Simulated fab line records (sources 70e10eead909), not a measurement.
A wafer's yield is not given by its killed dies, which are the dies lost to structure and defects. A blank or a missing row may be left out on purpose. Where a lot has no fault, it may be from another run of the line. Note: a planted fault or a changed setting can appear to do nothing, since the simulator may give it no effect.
A struck lot beside a sound one -- flow nand harc -- 37 out of 1159 route steps
Sound: the wafers L615.2, L615.4, L615.5. The struck wafers were L608.3, L608.5, L608.6. Last of all comes the cause.
Each step with rows lists, per side, the tool, then ch with its chambers, then its first start. Under that, the readings that differ: sound wafers -- struck wafers -- difference of the means -- sigmas: that difference in standard deviations of wafers without a fault.
alike: same words and numbers on both sides, and readings whose means sit less than 2 such deviations apart. not compared: any withheld reading, any reading some wafer has no value for, any bound like >300 that may hide the same value, and any number with overlapping values for which the record gives no deviation.
Wherever a step has rows on one side only, a row that says differs or no value, or a row with sigmas, the two part there. Numbers that don't overlap but have no deviation are shown without sigmas and don't part them. A reading missing from all wafers of one side parts the sides only when that side holds two or more wafers.

first, 10 steps without rows for these wafers: NHARC_A_CHANNEL_HOLE_D1_DEP_00 (deposits aC, target thk 3100 nm); NHARC_A_CHANNEL_HOLE_D1_DEP_01 (deposits SiON, target thk 140 nm); NHARC_A_CHANNEL_HOLE_D1_DEHYDRATE_02 (time 120 s); NHARC_A_CHANNEL_HOLE_D1_HMDS_03 (time 30 s); NHARC_A_CHANNEL_HOLE_D1_COAT_36 (time 75 s); NHARC_A_CHANNEL_HOLE_D1_COAT_37 (time 65 s); NHARC_A_CHANNEL_HOLE_D1_COAT_04 (resist thk 90 nm); NHARC_A_CHANNEL_HOLE_D1_SOFTBAKE_05 (time 55 s); NHARC_A_CHANNEL_HOLE_D1_EBR_06; NHARC_A_CHANNEL_HOLE_D1_EXPOSE_07 (exposes mask HOLE D1, target cd 100 nm).
NHARC_A_CHANNEL_HOLE_D1_PEB_08: peb time 65 s.
  sound on litho track-01 ch 0, day 14 07:12; struck on litho track-06 ch 0, day 12 07:22
reading,sound,struck,difference,sigmas
heater power total W (W),156.1 156.6 156.9,159.4 160.4 160.5,+3.6,+8
plate temp C (C),100.12 100.09 100.15,101.57 101.43 101.45,+1.36,+11
then, 1 step without rows for these wafers: NHARC_A_CHANNEL_HOLE_D1_DEVELOP_09 (develop time 35 s).
NHARC_A_CHANNEL_HOLE_D1_CD_MEAS_10: target cd 100 nm.
  sound on cd sem-02 ch 0, day 14 07:17; struck on cd sem-02 ch 0, day 12 07:27
reading,sound,struck,difference,sigmas
cd nm (nm),100.1 100.3 100.4,102.8 102.9 102.4,+2.4,+5
NHARC_A_CHANNEL_HOLE_D1_DESCUM_15: chemistry O2, time 3 s.
  sound on rie diel-02 ch 0,1,2, day 14 07:28; struck on rie diel-02 ch 0,3, day 12 07:38
reading,sound,struck,difference,sigmas
model.A_CHANNEL_HOLE_D1.cd nm (nm),100 101.1 100.5,103.9 103.5 103.1,+3.0,
  alike: drypump motor current A, o2 flow sccm, oes product au, rf vpp V, showerhead plenum p Torr, throttle valve pct
  not compared: rf hours counter h
then, 16 steps without rows for these wafers: NHARC_A_CHANNEL_HOLE_D1_ETCH_38 (etches the open film in CF4, target depth 39 nm, time 65 s); NHARC_A_CHANNEL_HOLE_D1_ETCH_39 (etches the open film in N2/H2, target depth 260 nm, time 325 s); NHARC_A_CHANNEL_HOLE_D1_ETCH_34 (etches the open film in CF4/CHF3, target depth 154 nm, time 77 s); NHARC_A_CHANNEL_HOLE_D1_ETCH_16 (etches the open film in O2/COS, target depth 3100 nm, time 806 s); NHARC_A_CHANNEL_HOLE_D1_ETCH_19 (etches the open film in C4F8/O2/Ar, time 34.5 s); NHARC_A_CHANNEL_HOLE_D1_ETCH_20 (etches the open film in C4F8/O2/Ar, time 361.9 s, target depth 1600 nm); NHARC_A_CHANNEL_HOLE_D1_ETCH_21 (etches the open film in C4F8/O2/Ar, time 514.3 s, target depth 1600 nm); NHARC_A_CHANNEL_HOLE_D1_ETCH_22 (etches the open film in C4F8/O2/Ar, time 666.7 s, target depth 1600 nm); NHARC_A_CHANNEL_HOLE_D1_ETCH_23 (etches the open film in C4F8/O2/Ar, time 819 s, target depth 1600 nm); NHARC_A_CHANNEL_HOLE_D1_ETCH_24 (etches the open film in C4F8/O2/Ar, time 906.2 s, target depth 1500 nm); NHARC_A_CHANNEL_HOLE_D1_ETCH_25 (etches the open film in C4F8/O2/Ar, time 1040.2 s, target depth 1500 nm); NHARC_A_CHANNEL_HOLE_D1_ETCH_26 (etches the open film in C4F8/O2/Ar, time 224.1 s, target depth 300 nm); NHARC_A_CHANNEL_HOLE_D1_ETCH_33 (etches the open film in C4F8/O2/Ar, time 90 s, target depth 400 nm); NHARC_A_CHANNEL_HOLE_D1_STRIP_41 (strips in N2/H2); NHARC_A_CHANNEL_HOLE_D1_STRIP_42 (strips in CF4/CHF3); NHARC_A_CHANNEL_HOLE_D1_STRIP_43 (strips in O2/COS).
NHARC_A_CHANNEL_HOLE_D1_ETCH_44: etches the open film in CF4/O2, target depth 140 nm, overetch 14 nm, time 77 s.
  sound on rie diel-07 ch 0,1,2, day 14 15:46; struck on rie diel-02 ch 0,1, day 12 13:34
reading,sound,struck,difference,sigmas
model.A_CHANNEL_HOLE_D1.cd nm (nm),90.19 90.55 90.14,94.71 92.3 94.79,+3.64,
  alike: drypump motor current A, o2 flow sccm, oes product au, rf fwd power W, rf vpp V, showerhead plenum p Torr, throttle valve pct
  not compared: rf hours counter h
then, 3 steps without rows for these wafers: NHARC_A_CHANNEL_HOLE_D1_STRIP_27 (strips in O2); NHARC_A_CHANNEL_HOLE_D1_PRECLEAN_28 (cleans in SC1); NHARC_A_CHANNEL_HOLE_D1_SRD_29.
NHARC_A_CHANNEL_HOLE_D1_CD_MEAS_30:
  sound: cd sem-03 at day 14 16:32; struck: cd sem-02 at day 12 14:22
reading,sound,struck,difference,sigmas
cd nm (nm),89.8 90.2 89.7,94.5 91.8 95.6,+4.1,+4
NHARC_A_CHANNEL_HOLE_D1_XSEM_31:
  sound on xsem-02 ch 0, day 14 16:38; struck on xsem-01 ch 0, day 12 14:26
reading,sound,struck,difference,sigmas
bot cd nm (nm),75.4 75.8 74.6,78.9 75.6 79.7,+2.8,+2
  alike: bow nm, tilt deg
then, 1 step without rows for these wafers: NHARC_END_SORT_01.

WHERE THEY PART
At NHARC_A_CHANNEL_HOLE_D1_PEB_08 first; at NHARC_A_CHANNEL_HOLE_D1_XSEM_31 last (within this record only).

WHY: what had been put in by the simulator
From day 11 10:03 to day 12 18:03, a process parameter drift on litho track-06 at NHARC_A_CHANNEL_HOLE_D1_PEB_08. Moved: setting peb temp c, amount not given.
